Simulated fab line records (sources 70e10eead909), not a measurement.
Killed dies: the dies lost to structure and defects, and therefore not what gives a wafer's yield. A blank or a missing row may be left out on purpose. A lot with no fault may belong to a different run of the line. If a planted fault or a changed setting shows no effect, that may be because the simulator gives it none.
Code-filled problem report in 8D (eight disciplines) form	flow nand_harc	the parts of the form that need people (team, actions taken, sign-off) are left out

## 1. THE PROBLEM
NHARC_A_STAIRCASE_ETCH_192, rf_fwd_power_W: mean 494.3 W over 1 wafer from 1 lot; wafers with no fault: 593.5 W, standard deviation 2.5. That puts it -40 standard deviations away from the usual mean.
The step: etches the open film in C4F8/O2, target depth 100 nm, time 40.5 s.
Seen first at day 13 22:48 on rie_diel-04, wafer L887.3. The record has a number at this step for 36 wafers belonging to 12 lots. By rule, "out" or "out of limits" means more than 4 standard deviations away from the usual mean. The other wafers with a number count as sound.

## 2. WHAT IT IS, WHAT IT ISN'T
question	is	is not
which readings at this step	rf_fwd_power_W, oes_product_au	rf_vpp_V
which lots	L887	L876, L878, L879, L880, L889, L891, L893, L894, L895, L897, L898
which wafers of those lots	L887.3	L887.4, L887.5
read on which tools	rie_diel-04	rie_diel-09, rie_diel-11
when	from day 13 22:48	up to then (14 sound wafers); but 21 sound wafers of L889, L891, L893, L894, L895, L897, L898 came after

## 3. SUSPECTS, AND WHAT RULES EACH OUT
Counting: if a tool at a process step up to the reading ran every lot that is out, it stays a suspect. Sound lots after the first of them don't rule it out here, since some wafers of a struck lot are sound.
- rie_diel-11 at NHARC_A_STAIRCASE_ETCH_25 (etches the open film in C4F8/O2, target depth 100 nm, time 40.5 s): kept. L887, the lot that is out, went through it at day 13 22:48; up to then, the latest sound lot through it was L880 at day 12 08:09. Because NHARC_A_STAIRCASE_ETCH_25 lacks a start for some lots, the hours and order of its lots are taken from NHARC_A_STAIRCASE_ETCH_192.
- rie_diel-04 at NHARC_A_STAIRCASE_TRIM_189 (chemistry O2, time 211.2 s): kept. L887, the lot that is out, went through it at day 13 22:48; up to then, the latest sound lot through it was L876 at day 11 11:45. Because NHARC_A_STAIRCASE_TRIM_189 lacks a start for some lots, the hours and order of its lots are taken from NHARC_A_STAIRCASE_ETCH_192.
- rie_diel-04 at NHARC_A_STAIRCASE_ETCH_190 (etches the open film in C4F8/O2, target depth 100 nm, time 40.5 s): kept. L887, the lot that is out, went through it at day 13 22:48; up to then, the latest sound lot through it was L876 at day 11 11:45. Because NHARC_A_STAIRCASE_ETCH_190 lacks a start for some lots, the hours and order of its lots are taken from NHARC_A_STAIRCASE_ETCH_192.
- rie_diel-04 at NHARC_A_STAIRCASE_ETCH_192 (etches the open film in C4F8/O2, target depth 100 nm, time 40.5 s): kept. L887, the lot that is out, went through it at day 13 22:48; up to then, the latest sound lot through it was L876 at day 11 11:45. Its own readings are out on those wafers: oes_product_au, rf_fwd_power_W.
- In rie_diel-04 at NHARC_A_STAIRCASE_TRIM_189, the wafers that are out were processed in chamber 0 and their sound lot-mates in chambers 1, 2.
- Within rie_diel-04 at NHARC_A_STAIRCASE_ETCH_190: the wafers that are out ran in chamber 1; their sound lot-mates ran in chamber 3.
- In rie_diel-04 at NHARC_A_STAIRCASE_ETCH_192, the wafers that are out were processed in chamber 3 and their sound lot-mates in chambers 1, 2.
Left after counting: rie_diel-11 at NHARC_A_STAIRCASE_ETCH_25, rie_diel-04 at NHARC_A_STAIRCASE_TRIM_189, rie_diel-04 at NHARC_A_STAIRCASE_ETCH_190, rie_diel-04 at NHARC_A_STAIRCASE_ETCH_192.

## 4. THE CAUSE (what the simulator had put in)
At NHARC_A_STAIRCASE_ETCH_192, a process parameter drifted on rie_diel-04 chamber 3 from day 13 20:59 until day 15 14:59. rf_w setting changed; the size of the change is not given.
Counting left 4 suspects, and this tool is among them.

## 5. THE CHAIN OF EFFECTS, in route order
Rows list readings where the struck wafers' mean (over those with a number) sits beyond 3 standard deviations from the usual. Only readings whose record carries a usual standard deviation are examined. hours: median over the lots of the time between each lot's start at the first step of this table that gives one and its start at this step. sigmas: the change, counted in usual standard deviations.
hours	step	reading	usual	on struck wafers	change	sigmas
0	NHARC_A_STAIRCASE_ETCH_192	oes_product_au	0.944 a.u.	0.862	-0.082	-6.3
0	NHARC_A_STAIRCASE_ETCH_192	rf_fwd_power_W	593.5 W	494.3	-99.2	-40
Here are the process steps it includes:
- NHARC_A_STAIRCASE_ETCH_192: etches the open film in C4F8/O2, target depth 100 nm, time 40.5 s.

## 6. WHAT WOULD HAVE CAUGHT IT SOONER
In this record no reading fell out of limits until day 13 22:48, 2 hours after the fault had begun at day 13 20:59.
